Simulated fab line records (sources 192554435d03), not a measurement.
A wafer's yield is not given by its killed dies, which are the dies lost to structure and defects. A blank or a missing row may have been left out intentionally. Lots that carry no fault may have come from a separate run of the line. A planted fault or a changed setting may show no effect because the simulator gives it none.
fab line records + flow n5-finfet
record
- lots=3
- wafers=9
- last-day=18
route steps=1938 shown FIN_SAQP@90 PASSIVATION@1936
lots untouched by any fault: they come from a run of this same line in which no faults occurred
start-h: the number of hours between the record's first day and the start of the first shown wafer of the lot + wait-h: hours elapsed since this lot's preceding step + " identical to the entry in the row above + L1.1+2: one row covering several wafers at once + - value missing, or start not given + * or withheld: withheld + < > ~ a bound
route shown NAME@n: a module of which the file shows steps, and the number in the route of the first + usual: the fault-free wafers' mean and standard deviation + same: alike in all rows + chamber/n: place in a boat + sites: each site's reading + _std_site: how widely they spread, as a standard deviation + _edge_site: outer sites' mean less inner sites' + radius-mm: how far each site lies from the wafer's centre + mask NAME#n: copy n + behind: the last tool/chamber to shape the wafer + hold: why the lot went on hold/how many hours it stayed there/how the hold came to an end + device: whichever transistor did not switch (one of n, p or np) + end of line: tests of these same wafers at the route's end + a step given without rows: its recipe and nothing more + killed: dies lost to structure and defects at the first sort, not the wafer's yield + map: dies across one wafer; x = killed, . = not, _ = none there
set.NAME: the setting as run; set.NAME@STEP: as run at that earlier step + model.NAME: the simulator's own value behind a step, which no gauge read
lots seen at some steps along the route; tables by step, rows by wafer
services: a tool's chamber out of use, with start hour (start-h, from the record's first day; less than 0 if before it), hours out, and reason
## steps
# step N5_FIN_SAQP_PRECLEAN_42
# recipe
- chemistry=O3/DIW
- time-s=60
- temp-c=22
- o3-ppm=10
# step N5_FIN_SAQP_PRECLEAN_00
# recipe
- chemistry=SC1
- time-s=60
- temp-c=55
- mix=1:2:50
# step N5_FIN_SAQP_PRECLEAN_44
# recipe
- chemistry=SC2
- time-s=45
- temp-c=35
- mix=1:1:50
# step N5_FIN_SAQP_SRD_01
# recipe
- dry=ipa-marangoni
- time-s=30
- temp-c=23
- rinse-liquid=diw
# step N5_FIN_SAQP_ALD_61
# recipe
- material=SiO2
- target-thk-a=40
- temp-c=300
- ald-precursor-family=BDEAS
- ald-co-reactant=O2-plasma
- pulse-time-s=1
- purge-time-s=2
- co-reactant-purge-time-s=2
- ald-cycles=43
- pressure-torr=2
# step N5_FIN_SAQP_DENSIFY_62
# recipe
- temp-c=700
- time-s=60
- ambient=N2
- idle-temp-c=600
- ramp-up-c-per-s=150
- ramp-down-c-per-s=60
- cool-to-c=600
# step N5_FIN_SAQP_HM_DEP_03
# recipe
- material=SiNx
- target-thk-a=380
- temp-c=400
- precursor=SiH4/NH3/N2
- pressure-torr=1.5
- rf-w=300
- time-s=33.6
# step N5_FIN_SAQP_PECVD_47
# recipe
- material=a-Si
- target-thk-a=450
- temp-c=400
- precursor=SiH4/He
- pressure-torr=3
- rf-w=100
- time-s=36.3
# step N5_FIN_SAQP_PECVD_48
# recipe
- material=SiNx
- target-thk-a=250
- temp-c=400
- precursor=SiH4/NH3/N2
- pressure-torr=1.5
- rf-w=300
- time-s=22.1
# step N5_FIN_SAQP_PECVD_06
# recipe
- material=a-Si
- target-thk-a=600
- temp-c=400
- precursor=SiH4/He
- pressure-torr=3
- rf-w=100
- time-s=48.1
# usual
- heater-power-w=824/87
- showerhead-plenum-p-Torr=5.67/0.035
- throttle-valve-pct=18.0/0.74
| lot.wafer | tool     | chamber | start-h | wait-h | heater-power-w | showerhead-plenum-p-Torr | throttle-valve-pct | model.a-Si_of_FIN_SAQP_PECVD_06.thk-nm |
|-----------|----------|---------|---------|--------|----------------|--------------------------|--------------------|----------------------------------------|
| L602.1    | pecvd-04 | 1       | 27.67   | 0.0    | 691            | 5.67                     | 17.8               | 58.86                                  |
| L602.3    | "        | 0       | "       | "      | 911            | 5.65                     | 18.0               | 60.32                                  |
| L602.4    | "        | 2       | "       | "      | 746            | 5.66                     | 18.4               | 60.13                                  |
| L616.2    | pecvd-04 | 0       | 111.13  | 0.0    | 962            | 5.65                     | 18.3               | 93.78                                  |
| L616.3    | "        | 1       | "       | "      | 725            | 5.67                     | 17.7               | 59.03                                  |
| L616.6    | "        | 2       | "       | "      | 726            | 5.65                     | 18.7               | 60.59                                  |
| L623.2    | pecvd-02 | 1       | 154.19  | 0.0    | 879            | 5.67                     | 17.1               | 59.65                                  |
| L623.4    | "        | 2       | "       | "      | 918            | 5.65                     | 17.5               | 60.9                                   |
| L623.6    | "        | 0       | "       | "      | 717            | 5.65                     | 17.7               | 60.67                                  |
# step N5_FIN_SAQP_THK_MEAS_07
# usual
- thk-nm=60.1/0.8
| lot.wafer | tool          | chamber | start-h | wait-h | thk-nm |
|-----------|---------------|---------|---------|--------|--------|
| L602.1    | film-metro-02 | -       | 27.76   | 0.1    | 58.9   |
| L602.3    | "             | -       | "       | "      | 60.3   |
| L602.4    | "             | -       | "       | "      | 60.1   |
| L616.2    | film-metro-02 | -       | 111.22  | 0.1    | 93.8   |
| L616.3    | "             | -       | "       | "      | 59.0   |
| L616.6    | "             | -       | "       | "      | 60.6   |
| L623.2    | film-metro-01 | -       | 154.28  | 0.1    | 59.7   |
| L623.4    | "             | -       | "       | "      | 60.9   |
| L623.6    | "             | -       | "       | "      | 60.6   |
# step N5_FIN_SAQP_HM_DEP_72
# recipe
- material=SiO2
- target-thk-a=120
- temp-c=400
- precursor=SiH4/N2O
- pressure-torr=0.75
- rf-w=275
- time-s=7.2
# step N5_FIN_SAQP_COAT_49
# recipe
- resist=SOC
- temp-c=250
- time-s=60
- spin-rpm=1500
- resist-thk-nm=100
# step N5_FIN_SAQP_COAT_50
# recipe
- resist=SiARC
- temp-c=220
- time-s=60
- spin-rpm=1500
- resist-thk-nm=35
# step N5_FIN_SAQP_COAT_10
# recipe
- resist=CAR-ArF
- spin-rpm=1500
- resist-thk-nm=90
# step N5_FIN_SAQP_EBR_12
# recipe
- solvent=PGMEA
- ebr-width-mm=1.5
# step N5_FIN_SAQP_SOFTBAKE_11
# recipe
- temp-c=110
- time-s=60
- resist=CAR-ArF
# step N5_FIN_SAQP_EXPOSE_13
# recipe
- mask-id=FIN_CORE
- na=1.35
- source-shape=dipole
- sigma-inner=0.538
- sigma-outer=0.738
- polarization=te
- target-cd-nm=35.6
- dose-mj=63.25
# step N5_FIN_SAQP_PEB_14
# recipe
- peb-temp-c=withheld
- peb-time-s=60
- resist=CAR-ArF
# step N5_FIN_SAQP_DEVELOP_15
# recipe
- develop-time-s=30
- developer=TMAH
- resist=CAR-ArF
- dev-temp-c=23
- rinse-liquid=diw
- dry=air-spin
# step N5_FIN_SAQP_OVL_MEAS_17
# recipe
- points-per-wafer=44
# usual
- FIN_CORE_OVL=0.2/0.79
| lot.wafer | tool       | chamber | start-h | wait-h | FIN_CORE_OVL[nm] |
|-----------|------------|---------|---------|--------|------------------|
| L602.1    | overlay-02 | 0       | 28.18   | 0.0    | 0.7              |
| L602.3    | "          | 0       | "       | "      | 1.1              |
| L602.4    | "          | 0       | "       | "      | 1.1              |
| L616.2    | overlay-01 | 0       | 111.62  | 0.0    | -3.6             |
| L616.3    | "          | 0       | "       | "      | -0.9             |
| L616.6    | "          | 0       | "       | "      | 0.4              |
| L623.2    | overlay-01 | 0       | 154.68  | 0.0    | 0.7              |
| L623.4    | "          | 0       | "       | "      | 1.3              |
| L623.6    | "          | 0       | "       | "      | -0.4             |
# step N5_FIN_SAQP_DESCUM_21
# recipe
- chemistry=O2
- time-s=7.9
- source-power-w=50
- bias-power-w=20
- pressure-mtorr=20
- rf-frequency-hz=2.712e+07
- temp-c=40
- resist=CAR-ArF
- o2-flow-sccm=225
# step N5_FIN_SAQP_ETCH_51
# recipe
- chemistry=CF4
- target=SiARC
- target-depth-a=455
- mask-material=CAR-ArF
- time-s=75.8
- ion-energy-ev=80
- pressure-mtorr=40
- source-w=545
- bias-w=36
- Ar_flow_sccm=100
- cf4-flow-sccm=100
- ends=cleared
# step N5_FIN_SAQP_ETCH_52
# recipe
- chemistry=N2/H2
- target=SOC
- target-depth-a=1000
- overetch-a=200
- mask-material=SiARC
- temp-c=40
- time-s=150
- ion-energy-ev=200
- pressure-mtorr=30
- source-w=840
- bias-w=150
- n2-flow-sccm=200
- h2-flow-sccm=200
- ends=end-point
# step N5_FIN_SAQP_STRIP_53
# recipe
- chemistry=N2/H2
- temp-c=40
- n2-flow-sccm=200
- h2-flow-sccm=200
- rf-frequency-hz=6e+07
# step N5_FIN_SAQP_HM_OPEN_73
# recipe
- chemistry=CHF3/O2
- target=SiO2
- stop-on=a-Si
- target-depth-a=120
- over-etch-frac=1.8
- mask-material=SOC
- time-s=16.8
- pressure-mtorr=30
- source-w=650
- bias-w=170
- Ar_flow_sccm=200
- CHF3_flow_sccm=50
- O2_flow_sccm=5
- ion-energy-ev=200
- ends=end-point
# step N5_FIN_SAQP_STRIP_74
# recipe
- chemistry=CHF3/O2
- resist=SiARC
- rf-frequency-hz=6e+07
# step N5_FIN_SAQP_MANDREL_ETCH_22
# recipe
- target-depth-a=600
- chemistry=HBr/Cl2
- target=a-Si
- stop-on=SiNx
- bt-time-s=10
- over-etch-frac=0.5
- time-s=30
- pressure-mtorr=10
- icp-w=800
- bias-w=75
- HBr_flow_sccm=150
- Cl2_flow_sccm=80
- ends=end-point
# usual
- HBr_flow_sccm=150.0/0.43
- drypump-motor-current-A=5.9/0.38
- oes-product-au=0.768/0.013
- throttle-valve-pct=35.3/0.36
# same
- over-etch-frac=0.5
| lot.wafer | tool      | chamber | start-h | wait-h | HBr_flow_sccm | drypump-motor-current-A | oes-product-au | rf-hours-counter-h | throttle-valve-pct | model.etch.depth-nm |
|-----------|-----------|---------|---------|--------|---------------|-------------------------|----------------|--------------------|--------------------|---------------------|
| L602.1    | rie-si-02 | 0       | 28.52   | 0.0    | 149.9         | 6.6                     | 0.758          | 111                | 35.8               | 58.86               |
| L602.3    | "         | 2       | "       | "      | 150.0         | 5.4                     | 0.787          | 52                 | 35.6               | 60.27               |
| L602.4    | "         | 1       | "       | "      | 149.9         | 5.8                     | 0.760          | 15                 | 34.7               | 60.13               |
| L616.2    | rie-si-02 | 3       | 112.23  | 0.0    | 150.6         | 6.2                     | 0.959          | 64                 | 34.8               | 87.55               |
| L616.3    | "         | 2       | "       | "      | 150.7         | 5.4                     | 0.780          | 54                 | 35.6               | 59.03               |
| L616.6    | "         | 1       | "       | "      | 150.3         | 5.8                     | 0.763          | -                  | 34.7               | 60.59               |
| L623.2    | rie-si-06 | 2       | 155.07  | 0.0    | 149.0         | 5.7                     | 0.765          | 116                | 35.4               | 59.65               |
| L623.4    | "         | 0       | "       | "      | 150.1         | 5.7                     | 0.775          | 5                  | 35.1               | 60.89               |
| L623.6    | "         | 3       | "       | "      | 151.1         | 5.9                     | 0.778          | -                  | 35.1               | 60.67               |
# step N5_FIN_SAQP_STRIP_55
# recipe
- chemistry=N2/H2
- power-w=500
- temp-c=40
- pressure-mtorr=50
- rf-frequency-hz=6e+07
- overash-fraction=0.3
- bias-power-w=28
- h2-frac=0.5
- n2-flow-sccm=300
- h2-flow-sccm=300
# step N5_FIN_SAQP_STRIP_23
# recipe
- chemistry=SPM
- time-s=750
- temp-c=130
- h2so4-h2o2-vol-ratio=4
# step N5_FIN_SAQP_SRD_66
# recipe
- dry=ipa-marangoni
- time-s=30
- temp-c=23
- rinse-liquid=diw
# step N5_FIN_SAQP_RECESS_75
# recipe
- chemistry=HF/NH3
- target=SiO2
- target-depth-a=144
- afs-cycles=3
- temp-c=30
- sublimation-temp-c=180
- sublimation-time-s=60
# step N5_FIN_SAQP_SPACER1_ALD_24
# recipe
- material=SiO2
- target-thk-a=203
- temp-c=300
- ald-precursor-family=BDEAS
- ald-co-reactant=O2-plasma
- pulse-time-s=1
- purge-time-s=2
- co-reactant-purge-time-s=2
- ald-cycles=218
- pressure-torr=2
# step N5_FIN_SAQP_SPACER1_ETCHBACK_25
# recipe
- chemistry=CHF3/O2
- mode=anisotropic-etchback
- target=SiO2
- target-depth-a=244
- time-s=12.2
- pressure-mtorr=30
- source-w=650
- bias-w=170
- Ar_flow_sccm=200
- CHF3_flow_sccm=50
- O2_flow_sccm=5
- ion-energy-ev=200
# usual
- drypump-motor-current-A=5.8/0.49
- oes-product-au=0.77/0.078
- rf-vpp-V=527/13
- showerhead-plenum-p-Torr=2.39/0.081
- throttle-valve-pct=18.86/0.24
| lot.wafer | tool        | chamber | start-h | wait-h | drypump-motor-current-A | oes-product-au | rf-hours-counter-h | rf-vpp-V | showerhead-plenum-p-Torr | throttle-valve-pct | model.a-Si_of_FIN_SAQP_PECVD_06.thk-nm |
|-----------|-------------|---------|---------|--------|-------------------------|----------------|--------------------|----------|--------------------------|--------------------|----------------------------------------|
| L602.1    | rie-diel-04 | 1       | 30.11   | 0.4    | 6.3                     | 0.71           | 196                | 509      | 2.39                     | 18.77              | 58                                     |
| L602.3    | "           | 0       | "       | "      | 6.7                     | 0.70           | 209                | 539      | 2.29                     | 19.16              | 59.4                                   |
| L602.4    | "           | 2       | "       | "      | 5.6                     | 0.75           | 168                | 529      | 2.30                     | 18.95              | 59.2                                   |
| L616.2    | rie-diel-03 | 3       | 114.72  | 0.4    | 5.7                     | 0.27           | 234                | 498      | 2.29                     | 19.04              | 92.8                                   |
| L616.3    | "           | 2       | "       | "      | 5.5                     | 0.82           | 73                 | 536      | 2.43                     | 18.62              | 58                                     |
| L616.6    | "           | 3       | "       | "      | 5.7                     | 0.71           | -                  | 498      | 2.29                     | 19.15              | 59.6                                   |
| L623.2    | rie-diel-03 | 0       | 157.05  | 0.8    | 5.6                     | 0.74           | 183                | 529      | 2.39                     | 18.73              | 58.8                                   |
| L623.4    | "           | 1       | "       | "      | 5.3                     | 0.84           | 63                 | 524      | 2.43                     | 18.54              | 60                                     |
| L623.6    | "           | 1       | "       | "      | 5.3                     | 0.84           | -                  | 524      | 2.43                     | 18.54              | 59.8                                   |
# step N5_FIN_SAQP_MANDREL1_REMOVE_56
# recipe
- chemistry=HBr/Cl2/O2
- bt-time-s=10
- target=a-Si
- stop-on=SiNx
- endpoint=OES-SiCl
- over-etch-frac=1
- icp-w=600
- bias-w=22
- HBr_flow_sccm=150
- Cl2_flow_sccm=80
- O2_flow_sccm=5
- pressure-mtorr=10
# step N5_FIN_SAQP_ETCH_57
# recipe
- chemistry=CH3F/O2
- target=SiNx
- mask-material=SiO2
- target-depth-a=325
- time-s=46.4
- pressure-mtorr=30
- source-w=395
- bias-w=73
- Ar_flow_sccm=150
- CH3F_flow_sccm=30
- O2_flow_sccm=20
- ion-energy-ev=120
- ends=cleared
# step N5_FIN_SAQP_INSPECT_40
# recipe
- inspect-instrument=brightfield
- mode=aei
# usual
- raw-defect-count=218/56
| lot.wafer | tool              | chamber | start-h | wait-h | raw-defect-count |
|-----------|-------------------|---------|---------|--------|------------------|
| L602.1    | defect-inspect-02 | -       | 33.30   | 0.0    | 360              |
| L602.3    | "                 | -       | "       | "      | 346              |
| L602.4    | "                 | -       | "       | "      | 282              |
| L616.2    | defect-inspect-02 | -       | 117.11  | 0.0    | 1904             |
| L616.3    | "                 | -       | "       | "      | 255              |
| L616.6    | "                 | -       | "       | "      | 181              |
| L623.2    | defect-inspect-01 | -       | 159.92  | 0.0    | 136              |
| L623.4    | "                 | -       | "       | "      | 209              |
| L623.6    | "                 | -       | "       | "      | 155              |
# step N5_PASSIVATION_PROBE_49
# usual
- killed_at_M0_to_M3=37/12
- killed_at_M4_up=14/5.3
- killed-at-contacts=12/6.2
- killed-at-front-end=41/11
- killed-at-other=3.7/2.9
- killed-dies=107/17
- killed-on-rim=14/4.4
- killed-open=71/12
- killed-short=34/7.9
# same
- gross-dies=1180
- killed-at-back-side=0
| lot.wafer | tool      | chamber | start-h | wait-h | killed_at_M0_to_M3 | killed_at_M4_up | killed-at-contacts | killed-at-front-end | killed-at-other | killed-dies | killed-on-rim | killed-open | killed-short |
|-----------|-----------|---------|---------|--------|--------------------|-----------------|--------------------|---------------------|-----------------|-------------|---------------|-------------|--------------|
| L602.1    | prober-02 | -       | 277.55  | 0.0    | 46                 | 10              | 8                  | 34                  | 2               | 100         | 10            | 76          | 22           |
| L602.3    | prober-02 | -       | 277.65  | 0.1    | 34                 | 7               | 12                 | 27                  | 2               | 82          | 10            | 56          | 21           |
| L602.4    | prober-02 | -       | 277.70  | 0.2    | 45                 | 13              | 8                  | 20                  | 2               | 88          | 10            | 49          | 35           |
| L616.2    | prober-01 | -       | 374.77  | 0.1    | 24                 | 10              | 16                 | 1116                | 0               | 1166        | 152           | 56          | 21           |
| L623.2    | prober-02 | -       | 419.77  | 0.1    | 37                 | 11              | 4                  | 43                  | 1               | 96          | 13            | 69          | 25           |
| L623.4    | prober-02 | -       | 419.87  | 0.2    | 35                 | 6               | 19                 | 49                  | 9               | 118         | 12            | 74          | 42           |
| L623.6    | prober-02 | -       | 419.97  | 0.3    | 24                 | 6               | 4                  | 32                  | 1               | 67          | 8             | 46          | 20           |
# killed by level:class
L602.1 STI_FIN_REVEAL:geometric-particle:open=14 BEOL_M0_SAQP:geometric-particle:open=11 BEOL_M3:geometric-particle:open=8 BEOL_M0_SAQP:geometric-particle:short=7 BEOL_M2:geometric-particle:open=7 FIN_SAQP:geometric-particle:open=6 BEOL_M1:geometric-particle:open=6 MOL_CONTACT_COAG:geometric-particle:open=6
L602.3 MOL_CONTACT_COAG:geometric-particle:open=9 STI_FIN_REVEAL:geometric-particle:open=7 BEOL_M0_SAQP:geometric-particle:short=7 FIN_SAQP:geometric-particle:open=6 BEOL_M2:geometric-particle:open=6 BEOL_M3:geometric-particle:open=6 BEOL_M0_SAQP:geometric-particle:open=5 BEOL_M1:geometric-particle:open=5
L602.4 BEOL_M0_SAQP:geometric-particle:short=11 BEOL_M0_SAQP:geometric-particle:open=11 BEOL_M1:geometric-particle:open=10 MOL_CONTACT_COAG:geometric-particle:open=5 FIN_SAQP:geometric-particle:open=4 FIN_SAQP:geometric-particle:short=4 MOL_CONTACT_COAG:geometric-particle:short=3 BEOL_M2:geometric-particle:open=3
L616.2 FIN_SAQP:area-etch=1089 MOL_CONTACT_COAG:geometric-particle:open=14 FIN_SAQP:geometric-particle:open=8 FIN_SAQP:geometric-particle:short=8 BEOL_M2:geometric-particle:open=6 STI_FIN_REVEAL:geometric-particle:open=4 BEOL_M0_SAQP:geometric-particle:open=4 BEOL_M1:geometric-particle:open=4
L623.2 BEOL_M1:geometric-particle:open=16 STI_FIN_REVEAL:geometric-particle:open=10 GATE_CUT:geometric-particle:open=6 BEOL_M0_SAQP:geometric-particle:open=6 BEOL_M3:geometric-particle:open=6 FIN_SAQP:geometric-particle:short=5 GATE_CUT:geometric-particle:short=5 MOL_CONTACT_COAG:geometric-particle:open=4
L623.4 MOL_CONTACT_COAG:geometric-particle:open=14 FIN_SAQP:geometric-particle:short=12 BEOL_M1:geometric-particle:open=12 GATE_CUT:geometric-particle:short=9 FIN_SAQP:geometric-particle:open=7 BEOL_M3:geometric-particle:open=6 STI_FIN_REVEAL:geometric-particle:open=5 MOL_CONTACT_COAG:geometric-particle:short=5
L623.6 FIN_SAQP:geometric-particle:open=8 BEOL_M1:geometric-particle:open=7 BEOL_M3:geometric-particle:open=5 GATE_CUT:geometric-particle:short=4 MOL_CONTACT_COAG:geometric-particle:open=4 STI_FIN_REVEAL:geometric-particle:open=3 STARTING-WAFER:geometric-particle:open=3 ILD0:geometric-particle:short=3
# map L616.2 (x killed, . not)
_________________xxxxxxxxxxxx________________
______________xxxxxxxxxxxxxxxxxx_____________
___________xxxxxxxxxxxxxxxxxxxxxxxx__________
__________xxxxxxxxxxxxxxxxxxxxxxxxxx_________
________xxxxxxxxxxxxxxxxxxxxxxxxxxxxxx_______
_______xxxxxxxxxxxxxxxxxxxxxxxxxxxxxxxx______
______xxxxxxxxxxxxxxxxxxxxxxxxxxxxxxxxxx_____
_____xxxxxxxxxxxxxxxxxxxxxxxxxxxxxxxxxxxx____
____xxxxxxxxxxxxxxxxxxxxxxxxxxxxxxxxxxxxxx___
___xxxxxxxxxxxxxxxxxxxxxxxxxxxxxxxxxxxxxxxx__
___xxxxxxxxxxxxxxxxxxxxxxxxxxxxxxxxxxxxxxxx__
__xxxxxxxxxxxxxxxxxxxxxx.xxxxxxxxxxxxxxxxxxx_
__xxxxxxxxxxxxxxxxxxxxx...xxxxxxxxxxxxxxxxxx_
_xxxxxxxxxxxxxxxxxxxxxxxx.xxxxxxxxxxxxxxxxxxx
_xxxxxxxxxxxxxxxxxxxxxxxxxxxxxxxxxxxxxxxxxxxx
_xxxxxxxxxxxxxxxxxxx.xx..xxxxxxxxxxxxxxxxxxxx
_xxxxxxxxxxxxxxxxxxxxxxxxxxxxxxxxxxxxxxxxxxxx
_xxxxxxxxxxxxxxxxxxxxx..xxxxxxxxxxxxxxxxxxxxx
_xxxxxxxxxxxxxxxxxxxx.xxx.xxxxxx.xxxxxxxxxxxx
_xxxxxxxxxxxxxxxxxxxxxxxxxxxxxxxxxxxxxxxxxxxx
_xxxxxxxxxxxxxxxxxxxxxxxxxxxxxxxxxxxxxxxxxxxx
__xxxxxxxxxxxxxxxxxxxxxxxxxxxxxxxxxxxxxxxxxx_
__xxxxxxxxxxxxxxxxxxxxxxxxxxxxxxxxxxxxxxxxxx_
___xxxxxxxxxxxxxxxxxxxxxxxxxxxxxxxx.xxxxxxx__
___xxxxxxxxxxxxxxxxxxxxxxxxxxxxxxxxxxxxxxxx__
____xxxxxxxxxxxxxxxxxxxxxxxxxxxxxxxxxxxxxx___
_____xxxxxxxxxxxxxxxxxxxxxxxxxxxxxxxxxxxx____
______xxxxxxxxxxxxxxxxxxxxxxxxxxxxxxxxxx_____
_______xxxxxxxxxxxxxxxxxxxxxxxxxxxxxxxx______
________xxxxxxxxxxxxxxxxxxxxxxxxxxxxxx_______
__________xxxxxxxxxxxxxxxxxxxxxxxxxx_________
___________xxxxxxxxxxxxxxxxxxxxxxxx__________
______________xxxxxxxxxxxxxxxxxx_____________
_________________xxxxxxxxxxxx________________
# map L602.1 (x killed, . not)
_________________x..........x________________
______________....x............._____________
___________.............x..........__________
__________.x........x.........x....._________
________.......x....x..xx......x..xx.._______
_______................................______
______...........x.....x.........x......_____
_____.........x....................x.....____
____........x........x..x..............x..___
___.....x....xx..............x..x...x.x....__
___..............................x......x..__
__.......x............x..x................x._
__.....................x...................._
_.....................................x......
_....x.......x....x..............x...........
_..................x...x.....................
_.................x.x......x...x.....x.......
_.........................x..................
_............x.......x...............x.......
_x..............................x......x..x..
_...........x......................x.........
__........x..............x.................._
__..................................xxx..x.._
___........x..x.....x...................x..__
___.........x..x..xx..................x....__
____...................x..x............x..___
_____.........x........x.........xx......____
______.........x.......x..x...........x._____
_______.........x.....x................______
________.x...x..x.......x.....x.x....._______
__________..................x......._________
___________...........x.......x....__________
______________.....x.......x...._____________
_________________...x.....x..________________
## services
| tool        | chamber | start-h | hours | kind                          |
|-------------|---------|---------|-------|-------------------------------|
| pecvd-02    | 2       | 21.22   | -     | clean                         |
| pecvd-02    | 2       | 21.22   | -     | consumable-replace:showerhead |
| pecvd-02    | 2       | 21.22   | 29.0  | scheduled-down                |
| pecvd-02    | 2       | 21.22   | 29.0  | vent-cycle                    |
| pecvd-04    | 2       | 24.51   | 2.1   | scheduled-down                |
| rie-si-02   | 2       | 25.78   | 1.9   | repair                        |
| pecvd-04    | -       | 31.77   | 2.8   | pm                            |
| rie-diel-04 | 0       | 42.81   | 21.2  | repair                        |
| pecvd-04    | 0       | 49.86   | 11.3  | repair                        |
| rie-diel-04 | 3       | 64.18   | -     | clean                         |
| rie-diel-04 | 3       | 64.18   | -     | consumable-replace:focus-ring |
| rie-diel-04 | 3       | 64.18   | 21.7  | scheduled-down                |
| rie-diel-04 | 3       | 64.18   | 21.7  | vent-cycle                    |
| rie-diel-03 | 0       | 64.56   | 13.4  | repair                        |
| rie-si-06   | 3       | 69.79   | 6.4   | repair                        |
| rie-si-06   | -       | 80.34   | 4.0   | pm                            |
| pecvd-04    | 1       | 99.31   | 8.8   | repair                        |
| rie-si-06   | 1       | 105.86  | 14.2  | repair                        |
| pecvd-02    | 1       | 113.56  | 5.0   | scheduled-down                |
| rie-si-06   | -       | 125.24  | 14.6  | pm                            |
| rie-si-02   | 3       | 146.81  | 3.9   | repair                        |
| rie-si-06   | -       | 149.28  | 0.4   | repair                        |
## key
first-sign
- step=N5_FIN_SAQP_THK_MEAS_07
- reading=thk-nm
- direction=up
- sigmas=42
- usual=*
- struck=*
effect
- step=N5_FIN_SAQP_OVL_MEAS_17
- reading=FIN_CORE_OVL
- direction=down
- sigmas=4.8
- usual=0.2
- struck=-3.6
effect
- step=N5_FIN_SAQP_MANDREL_ETCH_22
- reading=oes-product-au
- direction=up
- sigmas=15
- usual=0.768
- struck=0.959
effect
- step=N5_FIN_SAQP_SPACER1_ETCHBACK_25
- reading=oes-product-au
- direction=down
- sigmas=6.5
- usual=0.77
- struck=0.27
effect
- step=N5_FIN_SAQP_INSPECT_40
- reading=raw-defect-count
- direction=up
- sigmas=30
- usual=218
- struck=1904
effect
- step=N5_PASSIVATION_PROBE_49
- reading=killed-at-front-end
- direction=up
- sigmas=99+
- usual=41
- struck=1116
model-effect
- step=N5_FIN_SAQP_PECVD_06
- value=a-Si_of_FIN_SAQP_PECVD_06.thk-nm
- without=59.86
- struck=93.78
model-effect
- step=N5_FIN_SAQP_MANDREL_ETCH_22
- value=etch.depth-nm
- without=59.86
- struck=87.55
model-effect
- step=N5_FIN_SAQP_SPACER1_ETCHBACK_25
- value=a-Si_of_FIN_SAQP_PECVD_06.thk-nm
- without=59
- struck=92.8
more-kills-born-at
- N5_FIN_SAQP_MANDREL_ETCH_22@rie-si-02=1089
met-at N5_FIN_SAQP_PECVD_06
struck-wafers L616.2
later-rows-left-out L616.2
tester-left-out L616
onset-between 27.67 111.13
fault
- kind=process-parameter-drift
- tool=pecvd-04
- chamber=0
- onset-h=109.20
- steps=N5_FIN_SAQP_PECVD_06
- channel=time-s
- offset=*
- shape=step
- end-h=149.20
- acts-in=*
- stated=*
# tester-left-out: of these lots the tester's yield and bins aren't shown, on N5 and GAA mostly nor the transistor test; their killed dies are dies lost to structure and defects alone, not to doping, threshold or leakage, so they don't give the yield
# later-rows-left-out: the simulator's readings of these wafers behind a module that went badly wrong aren't trusted and aren't shown, but for the sort
